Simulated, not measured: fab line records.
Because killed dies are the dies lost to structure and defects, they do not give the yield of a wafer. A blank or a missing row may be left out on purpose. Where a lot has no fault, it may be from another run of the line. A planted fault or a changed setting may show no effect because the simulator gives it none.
A lot that was struck, set against a sound lot -- flow n5Finfet -- 19 out of 1938 route steps
Sound: these wafers, L151.2, L151.3, L151.4. Struck: wafers L155.1, L155.3, L155.5. The cause is named last.
At each step with rows: each side's tool, then ch and its chambers, then its first start. Under that, the readings that differ: sound wafers -- struck wafers -- difference of the means -- sigmas: that difference in standard deviations of wafers without a fault.
alike: same words and numbers on both sides, and readings whose means sit less than 2 such deviations apart. not compared: any withheld reading, any reading some wafer has no value for, any bound like >300 that may hide the same value, and any number with overlapping values for which the record gives no deviation.
The two part at a step that has a row with sigmas, a row that says differs or no value, or rows on one side only. Numbers that have no deviation but don't overlap get no sigmas and don't part them. A reading missing from all wafers of one side parts the sides only when that side holds two or more wafers.

first, 7 steps without rows for these wafers: N5_BEOL_M13_COAT_04 (resist thk 400 nm); N5_BEOL_M13_EBR_06; N5_BEOL_M13_SOFTBAKE_05 (time 60 s); N5_BEOL_M13_EXPOSE_07 (exposes mask V12); N5_BEOL_M13_PEB_08 (peb time 90 s); N5_BEOL_M13_DEVELOP_09 (develop time 45 s); N5_BEOL_M13_HARDBAKE_14 (time 120 s).
N5_BEOL_M13_CD_MEAS_10: target cd 190 nm.
  sound on cdSem-03 ch 0, day 14 18:20; struck on cdSem-03 ch 0, day 15 04:55
  alike: cdNm
N5_BEOL_M13_OVL_MEAS_11:
  sound on overlay-01 ch 0, day 14 18:22; struck on overlay-01 ch 0, day 15 04:56
  alike: V12_OVL
N5_BEOL_M13_INSPECT_12: inspects for defects (macro).
  sound: defectInspect-02 at day 14 18:23; struck: defectInspect-01 at day 15 04:58
  alike: rawDefectCount
N5_BEOL_M13_DESCUM_15: chemistry O2, time 7.9 s.
  sound on rieDiel-01 ch 0,1,2, day 14 18:52; struck on rieDiel-03 ch 0,2,3, day 15 05:14
  alike: drypumpMotorCurrentA, oesProductAu, rfVppV, showerheadPlenumPTorr, throttleValvePct
  not compared: rfHoursCounterH
N5_BEOL_M13_ETCH_59: etches BARC in N2/H2, target depth 89 nm, overetch 26.7 nm, time 67.9 s.
  sound on rieDiel-01 ch 0,1,2, day 14 18:54; struck on rieDiel-03 ch 0,2,3, day 15 05:17
  alike: biasW, chamberPressureMTorr, drypumpMotorCurrentA, oesProductAu, rfVppV, showerheadPlenumPTorr, throttleValvePct
  not compared: rfHoursCounterH
N5_BEOL_M13_VIA_ETCH_16: etches SiOC in C4F8/O2/Ar, target depth 921.7 nm.
  sound on rieDiel-01 ch 0,1,2, day 14 18:57; struck on rieDiel-03 ch 0,2,3, day 15 05:20
  no value came back on the struck wafers for any of 7 readings (C4F8_flow_sccm (sccm), O2_flow_sccm (sccm) and others); on the sound wafers C4F8_flow_sccm (sccm) reads 15.07 15.08 15.05
reading,sound,struck,difference,sigmas
model.coat_of_BEOL_M13_COAT_04.thkNm (nm),72.4 71.8 68.2,315.4 314 312.4,+243.1,
N5_BEOL_M13_STRIP_63: strips in N2/H2.
  sound on plasmaAsher-01 ch 0,1, day 14 19:22; struck on plasmaAsher-02 ch 0,1, day 15 05:34
reading,sound,struck,difference,sigmas
oesProductAu (a.u.),0.683 0.679 0.675,0.839 0.870 0.866,+0.179,+37
stripTimeToEndpointS (s),28.4 28.2 27.1,92.3 92.0 91.6,+64.1,+49
  alike: drypumpMotorCurrentA, heaterPowerW
  not compared: rfHoursCounterH
N5_BEOL_M13_STRIP_64: strips in N2/H2.
  sound on plasmaAsher-01 ch 0,1, day 14 19:26; struck on plasmaAsher-02 ch 0,1, day 15 05:37
  alike: drypumpMotorCurrentA, heaterPowerW, oesProductAu, stripTimeToEndpointS
  not compared: rfHoursCounterH
then, 2 steps without rows for these wafers: N5_BEOL_M13_STRIP_71 (strips in post etch residue remover, time 60 s); N5_BEOL_M13_SRD_72 (time 30 s, dry time 30 s).
N5_BEOL_M13_CD_MEAS_17: target cd 190 nm.
  sound: cdSem-03 at day 14 19:35; struck: cdSem-03 at day 15 05:47
reading,sound,struck,difference,sigmas
cdNm (nm),190.7 189.9 190.8,- - -,no value on the struck wafers,
then, 1 step without rows for these wafers: N5_BEOL_M13_COAT_65 (time 60 s, resist thk 350 nm).

WHERE THEY PART
First at N5_BEOL_M13_VIA_ETCH_16; last, within this record, at N5_BEOL_M13_CD_MEAS_17.

WHY: the cause the simulator had injected
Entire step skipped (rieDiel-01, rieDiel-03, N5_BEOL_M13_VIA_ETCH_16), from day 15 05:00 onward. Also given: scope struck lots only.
